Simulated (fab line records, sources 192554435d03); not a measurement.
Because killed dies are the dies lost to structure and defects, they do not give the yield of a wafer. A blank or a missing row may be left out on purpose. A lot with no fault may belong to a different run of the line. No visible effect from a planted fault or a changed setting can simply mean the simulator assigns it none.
Matching of chambers | flow n5_finfet | N5_GATE_CUT_CMP_43 on cmp-04: 4 sister chambers
The step polishes SiO2. 18 wafers are shown with their chamber, then 9 later ones without.

== WAFERS PAIRED WITH THEIR CHAMBERS ==
wafer  | chamber | motor_current_A (A)
L076.2 | 1       | 13.1
L076.3 | 3       | 13.0
L076.4 | 2       | 13.4
L081.3 | 3       | 12.9
L081.5 | 0       | 12.8
L081.6 | 1       | 13.7
L084.2 | 1       | 13.9
L084.5 | 1       | 14.3
L084.6 | 2       | 13.5
L087.1 | 1       | 13.7
L087.2 | 0       | 13.3
L087.5 | 0       | 13.7
L088.1 | 0       | 12.9
L088.2 | 3       | 13.1
L088.4 | 1       | 14.0
L092.1 | 3       | 13.9
L092.3 | 2       | 13.5
L092.5 | 1       | 13.4

SIGNATURES (averages over the wafers above)
reading         | chamber 0 | chamber 1 | chamber 2 | chamber 3 | scatter within a chamber
motor_current_A | 13.175    | 13.729    | 13.467    | 13.225    | 0.385
Rule: distance of a wafer from a chamber = root of the sum over the readings of ((wafer's reading minus chamber's mean) / reading's scatter) squared. The wafer belongs to the nearest chamber; if the next one is less than 2 further off, it can't be placed. The scatter: the root of (the sum of the squares of (reading less its chamber's mean) over the shown wafers, divided by (wafers less chambers)).

== WAFERS MISSING THEIR CHAMBER ==
wafer  | motor_current_A (A)
L094.1 | 13.6
L094.4 | 13.7
L094.5 | 13.1
L095.3 | 13.1
L095.5 | 13.0
L095.6 | 14.3
L096.1 | 13.5
L096.5 | 12.7
L096.6 | 13.2

== THE CHAMBER EACH PASSED THROUGH ==
wafer  | from the rows above               | in truth
L094.1 | can't be placed: 1 or 2 or 3 or 0 | 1
L094.4 | can't be placed: 1 or 2 or 3 or 0 | 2
L094.5 | can't be placed: 0 or 3 or 2 or 1 | 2
L095.3 | can't be placed: 0 or 3 or 2 or 1 | 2
L095.5 | can't be placed: 0 or 3 or 2 or 1 | 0
L095.6 | can't be placed: 1 or 2 or 3 or 0 | 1
L096.1 | can't be placed: 2 or 1 or 3 or 0 | 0
L096.5 | can't be placed: 0 or 3 or 2 or 1 | 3
L096.6 | can't be placed: 0 or 3 or 2 or 1 | 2
0 of 9 placed correctly. Cannot be placed on the basis of these rows: 9; the candidates contain the true chamber in 9. 0 placed wrongly.
